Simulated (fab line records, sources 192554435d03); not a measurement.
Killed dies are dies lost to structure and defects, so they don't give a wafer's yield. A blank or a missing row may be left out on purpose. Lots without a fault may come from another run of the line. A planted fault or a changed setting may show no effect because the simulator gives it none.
fab line records | flow n5_finfet
record lots=8 wafers=24 last_day=19
route steps=1938 shown MOL_CONTACT_COAG@624 BEOL_M0_SAQP@632 BEOL_M0_CUTY@710 BEOL_M4@1111 PASSIVATION@1936
lots that met no fault: from a run of the same line without faults
start_h: hours from the record's first day to the start of the lot's first wafer shown | wait_h: hours since the lot's step before | " the same as in the row above | L1.1+2: a row that stands for several wafers | - no value, or no start given | * or withheld: withheld | < > ~ a bound
route shown NAME@n: a module of which the file shows steps, and the number in the route of the first | usual: mean/standard deviation of fault-free wafers | same: alike in all rows | chamber/n: place in a boat | sites: the reading at each site | _std_site: their standard deviation | _edge_site: outer sites' mean less inner sites' | radius_mm: how far each site lies from the wafer's centre | mask NAME#n: copy n | behind: the tool/chamber that last shaped the wafer | hold: why the lot was held/for how many hours/how that ended | device: the transistor (n, p or np) that didn't switch | end of line: the same wafers' tests at the end of the route | a step without rows: its recipe alone | killed: dies lost to structure and defects at the first sort, not the wafer's yield | map: a wafer's dies, x killed, . not, _ none there
set.NAME: the setting as run; set.NAME@STEP: as run at that earlier step | model.NAME: the simulator's own value behind a step, which no gauge read
steps of the route over a sample of lots; a table a step, a row a wafer
services: from which hour (start_h, from the record's first day; less than 0 if before it) a tool's chamber was out of use, for how many hours, and why
## steps
# step N5_MOL_CONTACT_COAG_CVD_140
# recipe material=W target_thk_a=665 mode=selective_fill temp_c=300 time_s=215
# usual heater_power_w=480/57
# columns lot.wafer tool chamber start_h wait_h heater_power_w
L124.3 cvd_w-02 1 122.46 0.1 501
L124.5 " 1 " " 497
L124.6 " 0 " " 452
L125.2 cvd_w-02 0 128.46 0.1 463
L125.4 " 0 " " 458
L125.6 " 1 " " 500
L126.2 cvd_w-02 1 136.26 0.1 515
L126.3 " 0 " " 447
L126.4 " 1 " " 517
L134.2 cvd_w-02 0 178.69 0.1 444
L134.3 " 0 " " 463
L134.5 " 0 " " 450
L135.3 cvd_w-01 1 180.91 0.1 393
L135.5 " 0 " " 559
L135.6 " 1 " " 393
L136.2 cvd_w-02 0 189.40 0.1 456
L136.4 " 0 " " 448
L136.6 " 0 " " 437
L137.2 cvd_w-01 0 192.61 0.1 558
L137.4 " 0 " " 563
L137.5 " 0 " " 563
L138.1 cvd_w-01 0 201.03 0.1 559
L138.2 " 1 " " 399
L138.4 " 0 " " 560
# step N5_BEOL_M0_SAQP_PECVD_00
# recipe material=SiCN target_thk_a=80 temp_c=withheld precursor=3MS/NH3 pressure_torr=3 rf_w=202 time_s=14
# usual showerhead_plenum_p_Torr=3.660/0.014 throttle_valve_pct=9.1/0.61
# columns lot.wafer tool chamber start_h wait_h showerhead_plenum_p_Torr throttle_valve_pct
L124.3 pecvd-01 1 126.51 0.1 3.677 9.3
L124.5 " 2 " " 3.636 8.7
L124.6 " 0 " " 3.646 9.4
L125.2 pecvd-03 1 132.49 0.2 3.665 9.6
L125.4 " 2 " " 3.652 8.5
L125.6 " 0 " " 3.666 8.9
L126.2 pecvd-03 0 140.26 0.2 3.664 8.8
L126.3 " 1 " " 3.669 9.4
L126.4 " 1 " " 3.663 9.4
L134.2 pecvd-01 1 182.69 0.2 3.676 9.2
L134.3 " 2 " " 3.650 8.5
L134.5 " 1 " " 3.672 9.5
L135.3 pecvd-01 1 185.69 0.1 3.677 9.6
L135.5 " 2 " " 3.639 8.6
L135.6 " 1 " " 3.667 9.5
L136.2 pecvd-04 0 193.51 0.2 3.666 8.8
L136.4 " 2 " " 3.664 8.1
L136.6 " 0 " " 3.655 9.0
L137.2 pecvd-01 1 196.61 0.2 3.682 9.3
L137.4 " 2 " " 3.644 8.7
L137.5 " 1 " " 3.683 9.2
L138.1 pecvd-04 0 205.07 0.2 3.647 8.8
L138.2 " 2 " " 3.660 8.4
L138.4 " 2 " " 3.664 8.6
# step N5_BEOL_M0_SAQP_HM_DEP_111
# recipe material=SiO2 target_thk_a=120 temp_c=400 precursor=SiH4/N2O pressure_torr=0.75 rf_w=275 time_s=7.2
# usual heater_power_w=816/64 showerhead_plenum_p_Torr=8.09/0.14
# columns lot.wafer tool chamber start_h wait_h heater_power_w showerhead_plenum_p_Torr
L124.3 pecvd-01 2 127.05 0.0 897 7.89
L124.5 " 2 " " 898 7.91
L124.6 " 1 " " 852 8.29
L125.2 pecvd-03 0 132.93 0.0 877 8.17
L125.4 " 1 " " 744 8.19
L125.6 " 0 " " 898 8.14
L126.2 pecvd-04 1 141.15 0.0 809 8.22
L126.3 " 2 " " 736 8.15
L126.4 " 1 " " 799 8.23
L134.2 pecvd-03 0 183.17 0.0 744 8.17
L134.3 " 1 " " 800 8.18
L134.5 " 2 " " 783 7.97
L135.3 pecvd-01 1 186.47 0.0 899 8.28
L135.5 " 1 " " 891 8.31
L135.6 " 2 " " 764 7.91
L136.2 pecvd-03 2 194.87 0.0 876 7.96
L136.4 " 1 " " 791 8.19
L136.6 " 2 " " 883 7.94
L137.2 pecvd-04 1 201.27 0.0 796 8.20
L137.4 " 2 " " 783 8.14
L137.5 " 1 " " 792 8.20
L138.1 pecvd-04 1 205.52 0.0 736 8.21
L138.2 " 0 " " 916 8.07
L138.4 " 2 " " 802 8.13
# step N5_BEOL_M0_SAQP_INSPECT_16
# recipe mode=adi inspect_instrument=brightfield
# usual raw_defect_count=498/120
# columns lot.wafer tool chamber start_h wait_h raw_defect_count
L124.3 defect_inspect-02 - 127.55 0.0 383
L124.5 " - " " 450
L124.6 " - " " 535
L125.2 defect_inspect-02 - 133.43 0.0 520
L125.4 " - " " 591
L125.6 " - " " 456
L126.2 defect_inspect-01 - 141.65 0.0 450
L126.3 " - " " 403
L126.4 " - " " 476
L134.2 defect_inspect-01 - 183.55 0.0 317
L134.3 " - " " 362
L134.5 " - " " 246
L135.3 defect_inspect-01 - 186.97 0.0 1411
L135.5 " - " " 551
L135.6 " - " " 1709
L136.2 defect_inspect-02 - 195.37 0.0 443
L136.4 " - " " 685
L136.6 " - " " 722
L137.2 defect_inspect-02 - 201.77 0.0 1488
L137.4 " - " " 466
L137.5 " - " " 1516
L138.1 defect_inspect-02 - 206.04 0.0 487
L138.2 " - " " 472
L138.4 " - " " 409
# step N5_BEOL_M0_SAQP_DESCUM_19
# recipe chemistry=O2 time_s=7.9 source_power_w=50 bias_power_w=20 pressure_mtorr=20 rf_frequency_hz=2.712e+07 temp_c=40 resist=CAR-ArF o2_flow_sccm=225
# usual drypump_motor_current_A=5.7/0.39 oes_product_au=0.81/0.083 rf_vpp_V=243.8/1.4 showerhead_plenum_p_Torr=2.13/0.073 temp_c=40.00/0.11 throttle_valve_pct=20.4/0.38
# columns lot.wafer tool chamber start_h wait_h drypump_motor_current_A oes_product_au rf_hours_counter_h rf_vpp_V showerhead_plenum_p_Torr temp_c throttle_valve_pct
L124.3 rie_diel-03 0 127.58 0.0 6.2 0.82 102 243.5 2.13 40.02 20.2
L124.5 " 0 " " 6.2 0.82 - 243.6 2.13 40.10 20.2
L124.6 " 3 " " 5.2 0.93 - 244.6 2.20 39.97 20.0
L125.2 rie_diel-02 3 133.47 0.0 5.9 0.76 157 246.0 2.20 39.91 20.6
L125.4 " 2 " " 5.7 0.78 126 240.0 1.93 39.86 20.5
L125.6 " 0 " " 5.8 0.68 - 241.8 2.08 39.90 20.8
L126.2 rie_diel-03 3 141.69 0.0 5.2 0.93 19 246.6 2.20 39.99 20.0
L126.3 " 1 " " 5.8 0.72 207 243.4 2.18 40.03 21.1
L126.4 " 2 " " 6.2 0.88 50 245.0 2.21 40.05 20.2
L134.2 rie_diel-02 2 183.58 0.0 5.7 0.78 135 241.2 1.93 39.84 20.5
L134.3 " 3 " " 5.9 0.75 166 244.6 2.20 39.76 20.6
L134.5 " 1 " " 5.4 0.79 - 242.5 2.03 39.92 20.2
L135.3 rie_diel-03 2 187.00 0.0 6.2 0.87 57 245.4 2.20 40.03 20.2
L135.5 " 2 " " 6.3 0.88 - 243.1 2.20 40.20 20.2
L135.6 " 1 " " 5.7 0.72 - 244.4 2.17 39.94 21.1
L136.2 rie_diel-03 2 195.40 0.0 6.2 0.86 59 243.6 2.20 39.96 20.2
L136.4 " 0 " " 6.1 0.81 116 243.6 2.13 40.10 20.2
L136.6 " 0 " " 6.1 0.82 - 243.5 2.13 39.98 20.2
L137.2 rie_diel-03 2 201.85 0.1 6.3 0.86 60 244.9 2.20 40.02 20.2
L137.4 " 3 " " 5.2 0.89 32 245.9 2.19 39.89 20.0
L137.5 " 1 " " 5.8 0.71 - 244.6 2.17 40.17 21.1
L138.1 rie_diel-03 0 206.19 0.1 6.2 0.81 118 245.8 2.13 39.99 20.2
L138.2 " 3 " " 5.1 0.90 33 245.9 2.19 40.06 20.0
L138.4 " 2 " " 6.2 0.86 61 243.6 2.20 39.96 20.2
# step N5_BEOL_M0_SAQP_INSPECT_42
# recipe mode=adi inspect_instrument=brightfield
# usual raw_defect_count=296/83
# columns lot.wafer tool chamber start_h wait_h raw_defect_count
L124.3 defect_inspect-01 - 131.38 0.0 245
L124.5 " - " " 272
L124.6 " - " " 274
L125.2 defect_inspect-01 - 137.88 0.0 299
L125.4 " - " " 192
L125.6 " - " " 245
L126.2 defect_inspect-02 - 145.64 0.0 298
L126.3 " - " " 249
L126.4 " - " " 199
L134.2 defect_inspect-02 - 187.84 0.0 187
L134.3 " - " " 205
L134.5 " - " " 175
L135.3 defect_inspect-01 - 190.96 0.0 1275
L135.5 " - " " 350
L135.6 " - " " 1336
L136.2 defect_inspect-02 - 199.40 0.0 304
L136.4 " - " " 357
L136.6 " - " " 465
L137.2 defect_inspect-02 - 205.89 0.0 1152
L137.4 " - " " 302
L137.5 " - " " 1297
L138.1 defect_inspect-02 - 210.67 0.1 260
L138.2 " - " " 296
L138.4 " - " " 171
# step N5_BEOL_M0_CUTY_INSPECT_59
# recipe mode=adi inspect_instrument=macro
# usual raw_defect_count=2.1/1.3
# columns lot.wafer tool chamber start_h wait_h raw_defect_count
L124.3 defect_inspect-01 - 132.65 0.0 1
L124.5 " - " " 1
L124.6 " - " " 2
L125.2 defect_inspect-01 - 139.27 0.0 0
L125.4 " - " " 1
L125.6 " - " " 3
L126.2 defect_inspect-02 - 147.07 0.0 1
L126.3 " - " " 1
L126.4 " - " " 3
L134.2 defect_inspect-02 - 189.57 0.0 3
L134.3 " - " " 1
L134.5 " - " " 3
L135.3 defect_inspect-02 - 192.53 0.0 >300
L135.5 " - " " 2
L135.6 " - " " >300
L136.2 defect_inspect-02 - 200.80 0.0 4
L136.4 " - " " 3
L136.6 " - " " 4
L137.2 defect_inspect-02 - 207.38 0.0 >300
L137.4 " - " " 4
L137.5 " - " " >300
L138.1 defect_inspect-02 - 211.94 0.0 3
L138.2 " - " " 3
L138.4 " - " " 1
# step N5_BEOL_M4_RC_MEAS_101
# usual DIBL_N=37.1/2.6 DIBL_P=38/3 IOFF_N=0.18/0.052 IOFF_P=0.25/0.06 ION_N=678/15 ION_P=467/8.6 SS_N=71.7/0.73 SS_P=73.7/0.89 VT_N=249/4.3 VT_P=-248/3.8
# columns lot.wafer tool chamber start_h wait_h DIBL_N[mV/V] DIBL_P[mV/V] IOFF_N[nA/um] IOFF_P[nA/um] ION_N[uA/um] ION_P[uA/um] SS_N[mV/dec] SS_P[mV/dec] VT_N[mV] VT_P[mV]
L124.3 prober-01 0 257.73 0.7 37.3 39 0.21 0.29 708 478 71.3 74.5 242 -242
L124.5 " 0 " " 36.6 36 0.16 0.23 683 467 72.1 73.8 248 -246
L124.6 " 0 " " 36.6 38 0.18 0.29 682 476 70.9 74.0 243 -243
L126.2 prober-02 0 273.11 0.2 34.7 34 0.13 0.22 659 464 71.6 73.4 251 -247
L126.3 " 0 " " 33.9 33 0.12 0.19 661 461 71.3 72.3 253 -251
L126.4 " 0 " " 34.8 35 0.13 0.23 674 475 71.1 72.6 255 -246
L125.2 prober-02 0 282.47 0.2 40.6 39 0.20 0.30 661 466 73.0 74.1 248 -244
L125.4 " 0 " " 38.6 38 0.19 0.30 674 477 71.6 74.0 247 -243
L125.6 " 0 " " 39.5 37 0.19 0.26 692 475 71.4 73.9 248 -247
L135.3 prober-02 0 316.35 0.3 38.4 40 0.22 0.28 711 479 72.2 73.7 246 -248
L135.5 " 0 " " 38.2 39 0.21 0.25 687 465 71.8 73.8 247 -250
L135.6 " 0 " " 38.4 41 0.22 0.30 685 471 72.6 74.4 246 -246
L136.2 prober-01 0 317.31 0.2 34.6 36 0.12 0.22 669 471 71.3 73.4 256 -249
L136.4 " 0 " " 38.4 38 0.18 0.24 671 469 71.9 73.8 250 -248
L136.6 " 0 " " 40.5 41 0.23 0.32 693 476 72.6 74.8 246 -243
L134.2 prober-02 0 323.27 0.2 36.4 36 0.15 0.20 684 466 71.6 73.5 252 -252
L134.3 " 0 " " 32.7 31 0.10 0.17 666 463 70.4 72.9 257 -253
L134.5 " 0 " " 35.0 33 0.13 0.17 664 455 71.5 72.6 257 -254
L138.1 prober-02 0 326.89 0.0 36.8 38 0.15 0.25 675 469 71.2 73.1 253 -245
L138.2 " 0 " " 37.6 39 0.18 0.29 680 478 71.5 73.6 247 -245
L138.4 " 0 " " 42.1 43 0.30 0.40 712 482 72.6 75.5 241 -240
L137.2 prober-01 0 342.59 0.2 38.9 39 0.21 0.29 685 470 72.4 73.9 247 -243
L137.4 " 0 " " 38.1 40 0.19 0.34 683 478 72.1 73.0 246 -242
L137.5 " 0 " " 40.2 41 0.25 0.35 692 478 72.4 74.0 243 -241
# step N5_PASSIVATION_PROBE_49
# usual defect_limited_yield=91.4/1.4 killed_at_M0_to_M3=34/9.1 killed_at_M4_up=14/5.2 killed_at_contacts=12/6.4 killed_at_front_end=38/11 killed_at_other=3.7/2.8 killed_dies=102/17 killed_on_rim=14/3.9 killed_open=68/13 killed_short=32/7.8 sort_bin_4_leakage=0.05/0.3 sort_bin_5_function=5.1/1 sort_bin_6_memory=3.2/0.66 sort_n_pass=1076/19 sort_yield_pct=91.2/1.6
# same gross_dies=1180 killed_at_back_side=0 sort_bin_8_speed[%]=0
# columns lot.wafer tool chamber start_h wait_h defect_limited_yield[%] killed_at_M0_to_M3 killed_at_M4_up killed_at_contacts killed_at_front_end killed_at_other killed_dies killed_on_rim killed_open killed_short sort_bin_4_leakage[%] sort_bin_5_function[%] sort_bin_6_memory[%] sort_n_pass sort_yield_pct[%]
L135.3 prober-01 - 426.42 0.1 82.3 134 19 3 51 2 209 28 62 36 0 10.0 4.2 971 82.3
L135.5 prober-01 - 426.52 0.2 91.9 34 9 15 31 6 95 12 62 32 0 5.5 2.5 1085 91.9
L135.6 prober-01 - 426.57 0.3 83.4 123 11 5 48 9 196 26 53 37 0 9.3 3.7 984 83.4
L137.2 prober-01 - 449.17 0.1 84.4 128 17 18 20 1 184 25 62 17 0 9.7 3.1 996 84.4
L137.4 prober-01 - 449.27 0.2 92.1 37 18 5 32 1 93 13 65 28 0 4.7 2.9 1087 92.1
L137.5 prober-01 - 449.32 0.2 83.3 146 13 20 18 0 197 30 59 36 0 10.1 4.2 983 83.3
# killed by level:class
L135.3 BEOL_M0_SAQP:unspecified=108 FIN_SAQP:geometric_particle:open=11 FIN_SAQP:geometric_particle:short=10 STI_FIN_REVEAL:geometric_particle:open=9 BEOL_M0_SAQP:geometric_particle:short=7 BEOL_M0_SAQP:geometric_particle:open=7 BEOL_M4:geometric_particle:open=6 STI_FIN_REVEAL:geometric_particle:short=5
L135.5 BEOL_M0_SAQP:geometric_particle:short=11 BEOL_M0_SAQP:geometric_particle:open=11 FIN_SAQP:geometric_particle:short=9 MOL_CONTACT_COAG:geometric_particle:open=9 FIN_SAQP:geometric_particle:open=8 STI_FIN_REVEAL:geometric_particle:open=6 MOL_CONTACT_COAG:geometric_particle:short=6 BEOL_M8:geometric_particle:open=4
L135.6 BEOL_M0_SAQP:unspecified=104 FIN_SAQP:geometric_particle:open=15 FIN_SAQP:geometric_particle:short=15 BEOL_M0_SAQP:geometric_particle:short=6 GATE_CUT:geometric_particle:short=5 MOL_CONTACT_COAG:geometric_particle:open=5 BEOL_M1:geometric_particle:open=4 BEOL_M4:geometric_particle:open=4
L137.2 BEOL_M0_SAQP:unspecified=104 MOL_CONTACT_COAG:geometric_particle:open=15 BEOL_M2:geometric_particle:open=11 BEOL_M4:geometric_particle:open=6 FIN_SAQP:geometric_particle:short=4 STI_FIN_REVEAL:geometric_particle:open=4 GATE_CUT:geometric_particle:open=4 BEOL_M0_SAQP:geometric_particle:open=4
L137.4 BEOL_M0_SAQP:geometric_particle:open=13 BEOL_M0_SAQP:geometric_particle:short=9 BEOL_M2:geometric_particle:open=8 FIN_SAQP:geometric_particle:open=7 BEOL_M5:geometric_particle:open=7 GATE_CUT:geometric_particle:short=6 DUMMY_GATE:geometric_particle:open=5 MOL_CONTACT_COAG:geometric_particle:open=4
L137.5 BEOL_M0_SAQP:unspecified=101 MOL_CONTACT_COAG:geometric_particle:open=15 BEOL_M0_SAQP:geometric_particle:short=12 BEOL_M0_SAQP:geometric_particle:open=8 BEOL_M1:geometric_particle:open=6 BEOL_M2:geometric_particle:short=6 MOL_CONTACT_COAG:geometric_particle:short=5 BEOL_M2:geometric_particle:open=4
## services
# columns tool chamber start_h hours kind
cvd_w-01 - 98.93 2.8 pm
pecvd-01 0 99.05 20.3 repair
pecvd-01 0 119.40 5.5 scheduled_down
pecvd-04 2 121.92 5.5 scheduled_down
rie_diel-02 1 124.87 2.3 repair
pecvd-04 - 127.98 6.0 pm
pecvd-04 2 142.11 4.0 repair
pecvd-01 2 169.92 2.1 scheduled_down
cvd_w-02 - 193.58 14.6 pm
pecvd-03 2 202.38 - clean
pecvd-03 2 202.38 - consumable_replace:showerhead
pecvd-03 2 202.38 29.0 scheduled_down
pecvd-03 2 202.38 29.0 vent_cycle
rie_diel-02 1 203.70 9.6 repair
## key
first_sign step=N5_BEOL_M0_SAQP_INSPECT_16 reading=raw_defect_count direction=up sigmas=8.8 usual=498 struck=1531
effect step=N5_BEOL_M0_SAQP_INSPECT_42 reading=raw_defect_count direction=up sigmas=12 usual=296 struck=1265
effect step=N5_BEOL_M0_CUTY_INSPECT_59 reading=raw_defect_count direction=up sigmas=99+ usual=2.1 struck=>300
effect step=N5_PASSIVATION_PROBE_49 reading=killed_at_M0_to_M3 direction=up sigmas=11 usual=34 struck=133
more_kills_born_at N5_BEOL_M0_SAQP_PECVD_00@pecvd-01=417
met_at N5_BEOL_M0_SAQP_PECVD_00
struck_lots L135,L137
struck_wafers L135.3,L135.6,L137.2,L137.5
not_acting_at N5_MOL_CONTACT_COAG_CVD_140,N5_BEOL_M0_SAQP_HM_DEP_111,N5_BEOL_M0_SAQP_DESCUM_19
onset_between 182.69 185.69
fault kind=chamber_particle_source tool=pecvd-01 chamber=1 onset_h=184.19 steps=N5_BEOL_M0_SAQP_PECVD_00 rate_per_visit_cm2=1.4915 end_h=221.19
